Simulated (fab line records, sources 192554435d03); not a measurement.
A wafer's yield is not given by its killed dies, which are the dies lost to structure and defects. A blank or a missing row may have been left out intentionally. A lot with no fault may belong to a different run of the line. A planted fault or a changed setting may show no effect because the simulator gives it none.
fab line records ; flow n5-finfet
record lots=7; wafers=39
route steps=1938 shown FIN_SAQP@94 DUMMY_GATE@228 SD_EPI_N@288 SD_ACTIVATION@330 HKMG_FIN@402 GATE_CUT@510
start-h: the number of hours between the record's first day and the start of the first shown wafer of the lot ; wait-h: how many hours have passed since the lot's step before this one ; " unchanged from the row above ; L1.1+2: a single row standing in for several wafers ; - no value, or no start given ; * or withheld: withheld ; < > ~ a bound
route shown NAME@n: a module of which the file shows steps, and the number in the route of the first ; usual: the fault-free wafers' mean and standard deviation ; same: alike in all rows ; chamber/n: place in a boat ; sites: the reading at each site ; _std_site: how widely they spread, as a standard deviation ; _edge_site: outer sites' mean less inner sites' ; radius-mm: how far each site lies from the wafer's centre ; mask NAME#n: copy n ; behind: the most recent tool/chamber to have shaped the wafer ; hold: cause of the lot's hold/its duration in hours/its outcome ; device: the transistor (n, p or np) that didn't switch ; end of line: the tests these same wafers got at the end of their route ; for a step that has no rows: nothing shown but its recipe ; killed: at the first sort, the dies lost to defects and structure; wafer yield is something else ; map: per-die view of a wafer (x killed, . not killed, _ where there is no die)
set.NAME: the setting as run; set.NAME@STEP: as run at that earlier step ; model.NAME: the simulator's own value behind a step, which no gauge read
one table per step and one row per wafer, for lots whose settings were changed on purpose
## steps
# step N5_FIN_SAQP_ALD_61
# recipe material=SiO2; target-thk-a=40; temp-c=300; ald-precursor-family=BDEAS; ald-co-reactant=O2-plasma; pulse-time-s=1; purge-time-s=2; co-reactant-purge-time-s=2; ald-cycles=43; pressure-torr=2
lot.wafer;tool;chamber;start-h;wait-h;set.temp-c;model.SiO2_of_FIN_SAQP_ALD_61.thk-nm
L076.1;ald-sin-02;0;33.07;0.2;295;4.083
L076.2;ald-sin-02;3;33.07;0.2;295;4.048
L076.3;ald-sin-02;2;33.07;0.2;300;3.994
L076.4;ald-sin-02;1;33.07;0.2;300;3.99
L076.5;ald-sin-02;0;33.07;0.2;300;3.999
L076.6;ald-sin-02;3;33.07;0.2;295;4.061
L080.1;ald-sin-01;3;57.31;0.4;300;3.996
L080.2;ald-sin-01;1;57.31;0.4;300;4.004
L080.3;ald-sin-01;2;57.31;0.4;303.7;3.994
L080.4;ald-sin-01;3;57.31;0.4;303.7;3.959
L080.5;ald-sin-01;1;57.31;0.4;300;4.03
L080.6;ald-sin-01;2;57.31;0.4;303.7;4.016
L084.1;ald-sin-01;0;82.26;1.6;300;4.009
L084.2;ald-sin-01;2;82.26;1.6;300;4.033
L084.6;ald-sin-01;1;82.26;1.6;300;4.031
L087.1;ald-sin-02;0;98.93;0.2;300;4.018
L087.2;ald-sin-02;1;98.93;0.2;286.9;4.199
L087.3;ald-sin-02;3;98.93;0.2;300;3.967
L087.4;ald-sin-02;2;98.93;0.2;300;3.971
L087.5;ald-sin-02;2;98.93;0.2;286.9;4.201
L087.6;ald-sin-02;3;98.93;0.2;286.9;4.188
L094.1+5;ald-sin-03;0,2;141.64;0.0;300;3.977
L094.2;ald-sin-03;3;141.64;0.0;291.3;4.103
L094.3;ald-sin-03;1;141.64;0.0;291.3;4.117
L094.4;ald-sin-03;2;141.64;0.0;291.3;4.119
L094.6;ald-sin-03;1;141.64;0.0;300;3.99
L095.1;ald-sin-01;2;147.61;0.2;300;4.044
L095.2;ald-sin-01;0;147.61;0.2;313.2;3.937
L095.3;ald-sin-01;1;147.61;0.2;313.2;3.944
L095.4;ald-sin-01;3;147.61;0.2;300;4.014
L095.5;ald-sin-01;1;147.61;0.2;313.2;3.932
L095.6;ald-sin-01;0;147.61;0.2;300;4.028
L096.1;ald-sin-03;3;153.39;0.0;300;3.988
L096.2;ald-sin-03;2;153.39;0.0;300;4.013
L096.3;ald-sin-03;1;153.39;0.0;300;4.009
L096.4;ald-sin-03;0;153.39;0.0;290.5;4.129
L096.5;ald-sin-03;2;153.39;0.0;290.5;4.143
L096.6;ald-sin-03;1;153.39;0.0;290.5;4.136
# step N5_DUMMY_GATE_EXPOSE_12
# recipe mask-id=GATE; na=0.33; source-shape=annular; sigma-inner=0.2; sigma-outer=0.6; polarization=unpolarized; target-cd-nm=25; dose-mj=34
lot.wafer;tool;chamber;start-h;wait-h;mask;set.dose-mj
L076.1+2+3+4+5+6;euv-scanner-01;0;58.06;-;GATE#0;34
L080.1+4+6;euv-scanner-01;0;83.29;-;GATE#0;34
L080.2+3+5;euv-scanner-01;0;83.29;-;GATE#0;35.96
L084.1+2+6;euv-scanner-01;0;110.03;-;GATE#0;34
L087.1+2+4;euv-scanner-02;0;124.86;-;GATE#0;32.26
L087.3+5+6;euv-scanner-02;0;124.86;-;GATE#0;34
L094.1+2+3;euv-scanner-02;0;168.49;-;GATE#0;35.32
L094.4+5+6;euv-scanner-02;0;168.49;-;GATE#0;34
L095.1+4+5;euv-scanner-02;0;172.52;-;GATE#0;34
L095.2+3+6;euv-scanner-02;0;172.52;-;GATE#0;32.39
L096.1+3+4;euv-scanner-02;0;179.76;-;GATE#0;36.67
L096.2+5+6;euv-scanner-02;0;179.76;-;GATE#0;34
# step N5_DUMMY_GATE_PEB_13
# recipe peb-temp-c=100; peb-time-s=60; resist=CAR-EUV
# step N5_DUMMY_GATE_DEVELOP_14
# recipe develop-time-s=30; developer=TMAH; resist=CAR-EUV; rinse-liquid=surfactant-rinse; dry=air-spin; dev-temp-c=23
# step N5_DUMMY_GATE_CD_MEAS_15
# recipe target-cd-nm=25.8; landing-energy-ev=500; detector=se-inlens
# usual cd-nm=24.97/0.24
lot.wafer;tool;chamber;start-h;wait-h;set.dose-mj@DUMMY_GATE_EXPOSE_12;cd-nm
L076.1;cd-sem-02;0;58.19;-;34;24.85
L076.2;cd-sem-02;0;58.19;-;34;25.12
L076.3;cd-sem-02;0;58.19;-;34;25.25
L076.4;cd-sem-02;0;58.19;-;34;25.45
L076.5;cd-sem-02;0;58.19;-;34;24.94
L076.6;cd-sem-02;0;58.19;-;34;25.06
L080.1;cd-sem-01;0;83.42;-;34;24.62
L080.2;cd-sem-01;0;83.42;-;35.96;23.25
L080.3;cd-sem-01;0;83.42;-;35.96;23.64
L080.4;cd-sem-01;0;83.42;-;34;24.95
L080.5;cd-sem-01;0;83.42;-;35.96;23.65
L080.6;cd-sem-01;0;83.42;-;34;24.87
L084.1;cd-sem-03;0;110.16;-;34;24.55
L084.2;cd-sem-03;0;110.16;-;34;25.00
L084.6;cd-sem-03;0;110.16;-;34;24.83
L087.1;cd-sem-03;0;124.99;-;32.26;25.98
L087.2;cd-sem-03;0;124.99;-;32.26;25.86
L087.3;cd-sem-03;0;124.99;-;34;25.09
L087.4;cd-sem-03;0;124.99;-;32.26;25.96
L087.5;cd-sem-03;0;124.99;-;34;24.86
L087.6;cd-sem-03;0;124.99;-;34;24.98
L094.1;cd-sem-03;0;168.61;-;35.32;24.28
L094.2;cd-sem-03;0;168.61;-;35.32;24.39
L094.3;cd-sem-03;0;168.61;-;35.32;24.13
L094.4;cd-sem-03;0;168.61;-;34;25.01
L094.5;cd-sem-03;0;168.61;-;34;25.01
L094.6;cd-sem-03;0;168.61;-;34;25.05
L095.1;cd-sem-03;0;172.65;-;34;24.63
L095.2;cd-sem-03;0;172.65;-;32.39;25.79
L095.3;cd-sem-03;0;172.65;-;32.39;25.40
L095.4;cd-sem-03;0;172.65;-;34;24.51
L095.5;cd-sem-03;0;172.65;-;34;24.56
L095.6;cd-sem-03;0;172.65;-;32.39;26.24
L096.1;cd-sem-03;0;179.88;-;36.67;23.84
L096.2;cd-sem-03;0;179.88;-;34;25.11
L096.3;cd-sem-03;0;179.88;-;36.67;23.90
L096.4;cd-sem-03;0;179.88;-;36.67;23.97
L096.5;cd-sem-03;0;179.88;-;34;25.06
L096.6;cd-sem-03;0;179.88;-;34;24.73
# step N5_DUMMY_GATE_ETCH_37
# recipe chemistry=N2/H2; target=SOC; target-depth-a=600; overetch-a=300; temp-c=40; ion-energy-ev=200; pressure-mtorr=30; source-w=840; bias-w=150; n2-flow-sccm=200; h2-flow-sccm=200
# usual rf-vpp-V=524.7/2.8
lot.wafer;tool;chamber;start-h;wait-h;set.source-w;rf-vpp-V
L076.1;rie-diel-05;0;58.58;0.0;726;555.6
L076.2;rie-diel-05;3;58.58;0.0;840;527.1
L076.3;rie-diel-05;2;58.58;0.0;840;526.3
L076.4;rie-diel-05;1;58.58;0.0;726;547.1
L076.5;rie-diel-05;2;58.58;0.0;726;552.0
L076.6;rie-diel-05;3;58.58;0.0;840;527.5
L080.1;rie-diel-02;3;83.70;0.0;840;520.6
L080.2;rie-diel-02;2;83.70;0.0;840;523.5
L080.3;rie-diel-02;1;83.70;0.0;840;525.3
L080.4;rie-diel-02;0;83.70;0.0;840;524.2
L080.5;rie-diel-02;1;83.70;0.0;840;527.1
L080.6;rie-diel-02;0;83.70;0.0;840;524.1
L084.1;rie-diel-05;2;110.59;0.0;840;526.6
L084.2;rie-diel-05;3;110.59;0.0;840;524.6
L084.6;rie-diel-05;1;110.59;0.0;840;520.8
L087.1;rie-diel-05;1;125.26;0.0;840;521.1
L087.2;rie-diel-05;2;125.26;0.0;840;526.3
L087.3;rie-diel-05;3;125.26;0.0;840;527.6
L087.4;rie-diel-05;0;125.26;0.0;840;527.3
L087.5;rie-diel-05;1;125.26;0.0;840;520.5
L087.6;rie-diel-05;0;125.26;0.0;840;528.1
L094.1;rie-diel-05;2;168.93;0.0;989.1;497.9
L094.2;rie-diel-05;3;168.93;0.0;840;526.3
L094.3;rie-diel-05;1;168.93;0.0;840;521.8
L094.4;rie-diel-05;0;168.93;0.0;989.1;500.1
L094.5;rie-diel-05;2;168.93;0.0;989.1;497.7
L094.6;rie-diel-05;1;168.93;0.0;840;521.6
L095.1;rie-diel-01;2;173.01;0.0;934;508.1
L095.2;rie-diel-01;0;173.01;0.0;934;503.2
L095.3;rie-diel-01;3;173.01;0.0;934;502.5
L095.4;rie-diel-01;1;173.01;0.0;840;526.7
L095.5;rie-diel-01;1;173.01;0.0;840;526.0
L095.6;rie-diel-01;2;173.01;0.0;840;525.9
L096.1;rie-diel-01;1;180.21;0.0;840;525.1
L096.2;rie-diel-01;2;180.21;0.0;840;527.1
L096.3;rie-diel-01;3;180.21;0.0;840;520.3
L096.4;rie-diel-01;0;180.21;0.0;840;520.8
L096.5;rie-diel-01;2;180.21;0.0;840;525.5
L096.6;rie-diel-01;1;180.21;0.0;840;524.1
# step N5_DUMMY_GATE_STRIP_38
# recipe chemistry=N2/H2; temp-c=40; n2-flow-sccm=200; h2-flow-sccm=200; rf-frequency-hz=6e+07
# step N5_DUMMY_GATE_STRIP_39
# recipe chemistry=N2/H2; temp-c=40; n2-flow-sccm=200; h2-flow-sccm=200; rf-frequency-hz=6e+07
# step N5_DUMMY_GATE_TRIM_49
# recipe chemistry=O2; resist=SOC; time-s=29; target-cd-nm=14; source-power-w=300; bias-power-w=0; O2_flow_sccm=100; temp-c=20
# step N5_DUMMY_GATE_STRIP_40
# recipe chemistry=CF4; resist=SiARC; power-w=300; bias-power-w=75; pressure-mtorr=50; cf4-flow-sccm=150; rf-frequency-hz=6e+07
# step N5_DUMMY_GATE_CD_MEAS_50
# recipe target-cd-nm=14
# usual cd-nm=13.96/0.29
lot.wafer;tool;chamber;start-h;wait-h;set.dose-mj@DUMMY_GATE_EXPOSE_12;cd-nm
L076.1;cd-sem-02;-;58.88;0.0;34;14.59
L076.2;cd-sem-02;-;58.88;0.0;34;14.12
L076.3;cd-sem-02;-;58.88;0.0;34;14.63
L076.4;cd-sem-02;-;58.88;0.0;34;14.52
L076.5;cd-sem-02;-;58.88;0.0;34;14.25
L076.6;cd-sem-02;-;58.88;0.0;34;13.91
L080.1;cd-sem-03;-;84.03;0.0;34;14.29
L080.2;cd-sem-03;-;84.03;0.0;35.96;12.61
L080.3;cd-sem-03;-;84.03;0.0;35.96;12.30
L080.4;cd-sem-03;-;84.03;0.0;34;13.65
L080.5;cd-sem-03;-;84.03;0.0;35.96;13.00
L080.6;cd-sem-03;-;84.03;0.0;34;13.46
L084.1;cd-sem-02;-;110.97;0.0;34;14.07
L084.2;cd-sem-02;-;110.97;0.0;34;13.93
L084.6;cd-sem-02;-;110.97;0.0;34;13.46
L087.1;cd-sem-03;-;125.49;0.0;32.26;15.62
L087.2;cd-sem-03;-;125.49;0.0;32.26;15.30
L087.3;cd-sem-03;-;125.49;0.0;34;13.47
L087.4;cd-sem-03;-;125.49;0.0;32.26;15.00
L087.5;cd-sem-03;-;125.49;0.0;34;13.93
L087.6;cd-sem-03;-;125.49;0.0;34;14.25
L094.1;cd-sem-01;-;169.16;0.0;35.32;12.87
L094.2;cd-sem-01;-;169.16;0.0;35.32;13.15
L094.3;cd-sem-01;-;169.16;0.0;35.32;13.27
L094.4;cd-sem-01;-;169.16;0.0;34;13.69
L094.5;cd-sem-01;-;169.16;0.0;34;13.42
L094.6;cd-sem-01;-;169.16;0.0;34;13.53
L095.1;cd-sem-03;-;173.27;0.0;34;13.95
L095.2;cd-sem-03;-;173.27;0.0;32.39;14.74
L095.3;cd-sem-03;-;173.27;0.0;32.39;14.33
L095.4;cd-sem-03;-;173.27;0.0;34;13.90
L095.5;cd-sem-03;-;173.27;0.0;34;13.96
L095.6;cd-sem-03;-;173.27;0.0;32.39;14.94
L096.1;cd-sem-03;-;180.64;0.0;36.67;12.75
L096.2;cd-sem-03;-;180.64;0.0;34;14.20
L096.3;cd-sem-03;-;180.64;0.0;36.67;12.77
L096.4;cd-sem-03;-;180.64;0.0;36.67;12.85
L096.5;cd-sem-03;-;180.64;0.0;34;14.02
L096.6;cd-sem-03;-;180.64;0.0;34;13.77
# step N5_SD_EPI_N_EPI_21
# recipe material=Si:P; dopant=P; temp-c=680; pressure-torr=255; time-s=690
lot.wafer;tool;chamber;start-h;wait-h;set.time-s;model.Si-P_of_SD_EPI_N_EPI_21.thk-nm
L076.1;epi-rpcvd-03;0;62.76;0.1;690;59.6
L076.2+4;epi-rpcvd-03;0;62.76;0.1;690;60
L076.3;epi-rpcvd-03;0;62.76;0.1;591.2;53.8
L076.5;epi-rpcvd-03;0;62.76;0.1;591.2;54.2
L076.6;epi-rpcvd-03;0;62.76;0.1;591.2;54.4
L080.1;epi-rpcvd-03;0;87.76;0.2;690;58.6
L080.2+5;epi-rpcvd-03;0;87.76;0.2;614.4;53.8
L080.3+4;epi-rpcvd-03;0;87.76;0.2;690;58.8
L080.6;epi-rpcvd-03;0;89.62;1.9;614.4;54.4
L084.1;epi-rpcvd-03;0;115.16;0.1;690;58
L084.2;epi-rpcvd-03;0;115.16;0.1;690;58.6
L084.6;epi-rpcvd-03;0;116.56;1.4;690;58.8
L087.1+6;epi-rpcvd-01;0;129.14;0.1;560.1;51.4
L087.2;epi-rpcvd-01;0;129.14;0.1;690;58.6
L087.3;epi-rpcvd-01;0;129.14;0.1;560.1;50.8
L087.4;epi-rpcvd-01;0;129.14;0.1;690;58.8
L087.5;epi-rpcvd-01;0;129.14;0.1;690;59
L094.1;epi-rpcvd-03;0;172.76;0.2;820.8;67.6
L094.2;epi-rpcvd-03;0;172.76;0.2;690;59.2
L094.3;epi-rpcvd-03;0;172.76;0.2;690;60.4
L094.4+6;epi-rpcvd-03;0;172.76;0.2;820.8;67.8
L094.5;epi-rpcvd-03;0;172.76;0.2;690;59.8
L095.1;epi-rpcvd-01;0;176.82;0.1;789.1;63.2
L095.2;epi-rpcvd-01;0;176.82;0.1;789.1;64.4
L095.3;epi-rpcvd-01;0;176.82;0.1;690;59.4
L095.4;epi-rpcvd-01;0;176.82;0.1;789.1;65.4
L095.5;epi-rpcvd-01;0;176.82;0.1;690;58.4
L095.6;epi-rpcvd-01;0;176.82;0.1;690;58.2
L096.1;epi-rpcvd-02;0;184.67;0.1;690;58
L096.2+3;epi-rpcvd-02;0;184.67;0.1;690;58.6
L096.4+6;epi-rpcvd-02;0;184.67;0.1;690;59
L096.5;epi-rpcvd-02;0;184.67;0.1;690;58.4
# step N5_SD_EPI_N_EPI_MEAS_23
# recipe mode=xrd
# usual thk-nm=59.2/1.2
lot.wafer;tool;chamber;start-h;wait-h;set.time-s@SD_EPI_N_EPI_21;thk-nm
L076.1;film-metro-02;-;64.48;1.4;690;58.8
L076.2;film-metro-02;-;64.48;1.4;690;59.2
L076.3;film-metro-02;-;64.48;1.4;591.2;54.4
L076.4;film-metro-02;-;64.48;1.4;690;61.6
L076.5;film-metro-02;-;64.48;1.4;591.2;52.6
L076.6;film-metro-02;-;64.48;1.4;591.2;55.7
L080.1;film-metro-01;-;90.05;1.9;690;57.2
L080.2;film-metro-01;-;90.05;1.9;614.4;52.9
L080.3;film-metro-01;-;90.05;1.9;690;58.5
L080.4;film-metro-01;-;90.05;1.9;690;60.7
L080.5;film-metro-01;-;90.05;1.9;614.4;54.4
L080.6;film-metro-01;-;90.05;1.9;614.4;54.9
L084.1;film-metro-01;-;116.87;1.4;690;56.5
L084.2;film-metro-01;-;116.87;1.4;690;56.4
L084.6;film-metro-01;-;116.87;1.4;690;59.8
L087.1;film-metro-01;-;130.86;1.5;560.1;52.4
L087.2;film-metro-01;-;130.86;1.5;690;58.0
L087.3;film-metro-01;-;130.86;1.5;560.1;52.6
L087.4;film-metro-01;-;130.86;1.5;690;58.1
L087.5;film-metro-01;-;130.86;1.5;690;58.9
L087.6;film-metro-01;-;130.86;1.5;560.1;51.3
L094.1;film-metro-01;-;175.04;1.9;820.8;69.8
L094.2;film-metro-01;-;175.04;1.9;690;60.1
L094.3;film-metro-01;-;175.04;1.9;690;59.9
L094.4;film-metro-01;-;175.04;1.9;820.8;67.7
L094.5;film-metro-01;-;175.04;1.9;690;60.4
L094.6;film-metro-01;-;175.04;1.9;820.8;68.7
L095.1;film-metro-02;-;178.53;1.4;789.1;65.9
L095.2;film-metro-02;-;178.53;1.4;789.1;65.7
L095.3;film-metro-02;-;178.53;1.4;690;58.6
L095.4;film-metro-02;-;178.53;1.4;789.1;66.4
L095.5;film-metro-02;-;178.53;1.4;690;59.9
L095.6;film-metro-02;-;178.53;1.4;690;58.1
L096.1;film-metro-02;-;186.38;1.4;690;59.6
L096.2;film-metro-02;-;186.38;1.4;690;58.2
L096.3;film-metro-02;-;186.38;1.4;690;58.3
L096.4;film-metro-02;-;186.38;1.4;690;59.7
L096.5;film-metro-02;-;186.38;1.4;690;60.1
L096.6;film-metro-02;-;186.38;1.4;690;58.3
# step N5_SD_EPI_N_PRECLEAN_24
# recipe chemistry=O3/DIW; time-s=60; temp-c=22; o3-ppm=10
lot.wafer;tool;chamber;start-h;wait-h;set.time-s@SD_EPI_N_EPI_21;model.Si-P_of_SD_EPI_N_EPI_21.thk-nm
L076.1;wet-bench-05;3;64.52;0.0;690;59.2
L076.2+4;wet-bench-05;7,4;64.52;0.0;690;59.6
L076.3;wet-bench-05;6;64.52;0.0;591.2;53.4
L076.5;wet-bench-05;5;64.52;0.0;591.2;53.8
L076.6;wet-bench-05;0;64.52;0.0;591.2;54
L080.1;wet-bench-06;6;90.09;0.0;690;58.2
L080.2;wet-bench-06;5;90.09;0.0;614.4;53.4
L080.3+4;wet-bench-06;3,4;90.09;0.0;690;58.4
L080.5;wet-bench-06;0;90.09;0.0;614.4;53.6
L080.6;wet-bench-06;7;90.09;0.0;614.4;54
L084.1;wet-bench-05;6;116.91;0.0;690;57.8
L084.2;wet-bench-05;4;116.91;0.0;690;58.2
L084.6;wet-bench-05;0;116.91;0.0;690;58.4
L087.1;wet-bench-06;3;130.90;0.0;560.1;51.2
L087.2;wet-bench-06;7;130.90;0.0;690;58.2
L087.3;wet-bench-06;2;130.90;0.0;560.1;50.6
L087.4;wet-bench-06;0;130.90;0.0;690;58.4
L087.5;wet-bench-06;6;130.90;0.0;690;58.6
L087.6;wet-bench-06;1;130.90;0.0;560.1;51
L094.1;wet-bench-06;3;175.08;0.0;820.8;67
L094.2;wet-bench-06;0;175.08;0.0;690;58.8
L094.3;wet-bench-06;2;175.08;0.0;690;60
L094.4+6;wet-bench-06;7,1;175.08;0.0;820.8;67.4
L094.5;wet-bench-06;6;175.08;0.0;690;59.4
L095.1;wet-bench-05;4;178.57;0.0;789.1;62.8
L095.2;wet-bench-05;0;178.57;0.0;789.1;63.8
L095.3;wet-bench-05;1;178.57;0.0;690;59
L095.4;wet-bench-05;6;178.57;0.0;789.1;64.8
L095.5;wet-bench-05;7;178.57;0.0;690;58
L095.6;wet-bench-05;5;178.57;0.0;690;57.8
L096.1;wet-bench-04;2;186.42;0.0;690;57.8
L096.2+3;wet-bench-04;3,0;186.42;0.0;690;58.2
L096.4+6;wet-bench-04;5,4;186.42;0.0;690;58.6
L096.5;wet-bench-04;1;186.42;0.0;690;58
# step N5_SD_EPI_N_SRD_25
# recipe time-s=30; temp-c=23; rinse-liquid=diw; dry=ipa-marangoni
# step N5_SD_EPI_N_PRECLEAN_49
# recipe chemistry=NF3:NH3; afs-cycles=1; temp-c=30; time-s=20; sublimation-temp-c=180; sublimation-time-s=60; pressure-torr=3; rf-power-w=30
# step N5_SD_ACTIVATION_RTA_00
# recipe temp-c=975; time-s=0; ambient=N2; idle-temp-c=600; ramp-up-c-per-s=150; ramp-down-c-per-s=60; cool-to-c=600
# step N5_SD_ACTIVATION_LSA_01
# recipe temp-c=1080; time-s=0.0008; ambient=N2
# step N5_SD_ACTIVATION_RS_MEAS_03
# recipe thk-meas-gauge=four-point-probe
# usual RS_SD_N=21.82/0.29; RS_SD_P=56.1/0.88
lot.wafer;tool;chamber;start-h;wait-h;set.time-s@SD_EPI_N_EPI_21;RS_SD_N[ohm/sq];RS_SD_P[ohm/sq]
L076.1;film-metro-02;-;70.04;0.2;690;21.70;57.3
L076.2;film-metro-02;-;70.04;0.2;690;21.50;56.5
L076.3;film-metro-02;-;70.04;0.2;591.2;24.09;56.3
L076.4;film-metro-02;-;70.04;0.2;690;21.38;56.1
L076.5;film-metro-02;-;70.04;0.2;591.2;23.64;57.1
L076.6;film-metro-02;-;70.04;0.2;591.2;23.82;57.1
L080.1;film-metro-02;-;95.56;0.2;690;22.31;56.8
L080.2;film-metro-02;-;95.56;0.2;614.4;23.97;56.8
L080.3;film-metro-02;-;95.56;0.2;690;21.92;56.9
L080.4;film-metro-02;-;95.56;0.2;690;22.04;56.8
L080.5;film-metro-02;-;95.56;0.2;614.4;23.89;56.3
L080.6;film-metro-02;-;95.56;0.2;614.4;23.84;56.9
L084.1;film-metro-01;-;121.96;0.2;690;22.55;54.6
L084.2;film-metro-01;-;121.96;0.2;690;22.11;55.3
L084.6;film-metro-01;-;121.96;0.2;690;22.03;54.7
L087.1;film-metro-02;-;137.29;0.2;560.1;25.02;54.3
L087.2;film-metro-02;-;137.29;0.2;690;21.98;54.0
L087.3;film-metro-02;-;137.29;0.2;560.1;25.28;55.8
L087.4;film-metro-02;-;137.29;0.2;690;21.98;55.4
L087.5;film-metro-02;-;137.29;0.2;690;21.84;56.2
L087.6;film-metro-02;-;137.29;0.2;560.1;25.29;54.3
L094.1;film-metro-01;-;180.12;0.2;820.8;19.27;55.5
L094.2;film-metro-01;-;180.12;0.2;690;21.83;55.0
L094.3;film-metro-01;-;180.12;0.2;690;21.37;55.1
L094.4;film-metro-01;-;180.12;0.2;820.8;19.19;55.9
L094.5;film-metro-01;-;180.12;0.2;690;21.82;55.3
L094.6;film-metro-01;-;180.12;0.2;820.8;19.10;56.4
L095.1;film-metro-02;-;184.57;0.2;789.1;20.39;54.7
L095.2;film-metro-02;-;184.57;0.2;789.1;20.10;55.3
L095.3;film-metro-02;-;184.57;0.2;690;21.62;55.6
L095.4;film-metro-02;-;184.57;0.2;789.1;19.88;55.5
L095.5;film-metro-02;-;184.57;0.2;690;22.20;55.0
L095.6;film-metro-02;-;184.57;0.2;690;21.96;54.9
L096.1;film-metro-02;-;192.03;0.2;690;22.16;58.2
L096.2;film-metro-02;-;192.03;0.2;690;21.83;58.0
L096.3;film-metro-02;-;192.03;0.2;690;21.99;58.4
L096.4;film-metro-02;-;192.03;0.2;690;21.79;57.2
L096.5;film-metro-02;-;192.03;0.2;690;21.88;57.7
L096.6;film-metro-02;-;192.03;0.2;690;21.75;57.9
# step N5_HKMG_FIN_ETCH_54
# recipe chemistry=CF4; target=SiARC; target-depth-a=455; mask-material=CAR-ArF; time-s=75.8; ion-energy-ev=80; pressure-mtorr=40; source-w=545; bias-w=36; Ar_flow_sccm=100; cf4-flow-sccm=100; ends=cleared
# usual rf-vpp-V=183.5/1
lot.wafer;tool;chamber;start-h;wait-h;set.bias-w;rf-vpp-V
L076.1;rie-diel-04;1;82.64;0.0;29.9;162.8
L076.2;rie-diel-04;3;82.64;0.0;36;184.5
L076.3;rie-diel-04;0;82.64;0.0;36;182.0
L076.4;rie-diel-04;2;82.64;0.0;29.9;164.0
L076.5;rie-diel-04;0;82.64;0.0;36;183.2
L076.6;rie-diel-04;1;82.64;0.0;29.9;162.4
L080.1;rie-diel-06;2;109.14;0.0;41.53;199.3
L080.2;rie-diel-06;3;109.14;0.0;41.53;203.1
L080.3;rie-diel-06;1;109.14;0.0;36;184.8
L080.4;rie-diel-06;0;109.14;0.0;36;184.2
L080.5;rie-diel-06;2;109.14;0.0;41.53;201.2
L080.6;rie-diel-06;1;109.14;0.0;36;182.5
L084.1;rie-diel-04;3;135.15;0.0;36;184.1
L084.2;rie-diel-04;0;135.15;0.0;36;184.1
L084.6;rie-diel-04;2;135.15;0.0;36;184.9
L087.1;rie-diel-03;2;149.99;0.0;36;183.8
L087.2;rie-diel-03;0;149.99;0.0;36;185.0
L087.3;rie-diel-03;3;149.99;0.0;30.08;165.8
L087.4;rie-diel-03;1;149.99;0.0;30.08;162.7
L087.5;rie-diel-03;2;149.99;0.0;30.08;163.9
L087.6;rie-diel-03;1;149.99;0.0;36;182.3
L094.1;rie-diel-03;1;193.20;0.0;39.8;195.5
L094.2;rie-diel-03;0;193.20;0.0;36;183.7
L094.3;rie-diel-03;3;193.20;0.0;39.8;198.6
L094.4;rie-diel-03;2;193.20;0.0;36;183.4
L094.5;rie-diel-03;1;193.20;0.0;39.8;194.5
L094.6;rie-diel-03;2;193.20;0.0;36;184.1
L095.1;rie-diel-06;1;198.74;0.0;36;183.6
L095.2;rie-diel-06;3;198.74;0.0;36;183.9
L095.3;rie-diel-06;2;198.74;0.0;36;182.2
L095.4;rie-diel-06;0;198.74;0.0;36;181.5
L095.5;rie-diel-06;3;198.74;0.0;36;184.2
L095.6;rie-diel-06;0;198.74;0.0;36;183.2
L096.1;rie-diel-06;2;205.42;0.0;31.54;166.6
L096.2;rie-diel-06;0;205.42;0.0;36;183.2
L096.3;rie-diel-06;1;205.42;0.0;36;184.1
L096.4;rie-diel-06;3;205.42;0.0;36;183.6
L096.5;rie-diel-06;3;205.42;0.0;31.54;167.7
L096.6;rie-diel-06;2;205.42;0.0;31.54;168.9
# step N5_GATE_CUT_ALD_22
# recipe material=SiNx; target-thk-a=160; temp-c=400; ald-precursor-family=SiH2I2; ald-co-reactant=N2/H2-plasma; pulse-time-s=1; ald-cycles=320; purge-time-s=2; co-reactant-purge-time-s=2; pressure-torr=2
lot.wafer;tool;chamber;start-h;wait-h;set.ald-cycles;model.SiNx_of_GATE_CUT_ALD_22.thk-nm
L076.1+2+6;ald-sin-03;0,3,3;100.58;4.5;371;18.6
L076.3;ald-sin-03;1;100.58;4.5;320;16.2
L076.4+5;ald-sin-03;2,0;100.58;4.5;320;16
L080.1+3+5;ald-sin-03;1,2,2;123.20;0.4;320;16
L080.2+4+6;ald-sin-03;0,3,1;123.20;0.4;297;15
L084.1+2+6;ald-sin-01;0,2,3;147.77;0.2;320;16
L087.1+2+5;ald-sin-03;2,3,2;165.01;0.2;320;16
L087.3+4;ald-sin-03;1,0;165.01;0.2;341;17.2
L087.6;ald-sin-03;3;165.01;0.2;341;17
L094.1+6;ald-sin-04;1;205.88;0.5;320;16
L094.2;ald-sin-04;3;205.88;0.5;320;16.2
L094.3+4+5;ald-sin-04;2,0,0;205.88;0.5;295;14.8
L095.1+3+4;ald-sin-04;0,1,2;211.28;0.0;320;16
L095.2;ald-sin-04;3;211.28;0.0;354;17.8
L095.5+6;ald-sin-04;1,2;211.28;0.0;354;17.6
L096.1+2;ald-sin-01;0,2;218.43;0.2;305;15.2
L096.3+4+6;ald-sin-01;3,1,0;218.43;0.2;320;16
L096.5;ald-sin-01;1;218.43;0.2;305;15.4
## key
split step=N5_FIN_SAQP_ALD_61; setting=temp-c; stated=300; by=wafer
response step=N5_FIN_SAQP_ALD_61; reading=model.SiO2_of_FIN_SAQP_ALD_61.thk-nm; change=-0.037; per=1%; r=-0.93
split step=N5_DUMMY_GATE_EXPOSE_12; setting=dose-mj; stated=34; by=wafer
response step=N5_DUMMY_GATE_CD_MEAS_15; reading=cd-nm; change=-0.186; per=1%; r=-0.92
response step=N5_DUMMY_GATE_CD_MEAS_50; reading=cd-nm; change=-0.181; per=1%; r=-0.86
split step=N5_DUMMY_GATE_ETCH_37; setting=source-w; stated=840; by=wafer
response step=N5_DUMMY_GATE_ETCH_37; reading=rf-vpp-V; change=-1.62; per=1%; r=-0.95
split step=N5_SD_EPI_N_EPI_21; setting=time-s; stated=690; by=wafer
response step=N5_SD_EPI_N_EPI_21; reading=model.Si-P_of_SD_EPI_N_EPI_21.thk-nm; change=+0.409; per=1%; r=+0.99
response step=N5_SD_EPI_N_EPI_MEAS_23; reading=thk-nm; change=*; per=1%; r=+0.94
response step=N5_SD_EPI_N_PRECLEAN_24; reading=model.Si-P_of_SD_EPI_N_EPI_21.thk-nm; change=+0.403; per=1%; r=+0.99
response step=N5_SD_ACTIVATION_RS_MEAS_03; reading=RS_SD_N; change=-0.15; per=1%; r=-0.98
split step=N5_HKMG_FIN_ETCH_54; setting=bias-w; stated=36; by=wafer
response step=N5_HKMG_FIN_ETCH_54; reading=rf-vpp-V; change=+1.19; per=1%; r=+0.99
split step=N5_GATE_CUT_ALD_22; setting=ald-cycles; stated=320; by=wafer
response step=N5_GATE_CUT_ALD_22; reading=model.SiNx_of_GATE_CUT_ALD_22.thk-nm; change=+0.158; per=1%; r=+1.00
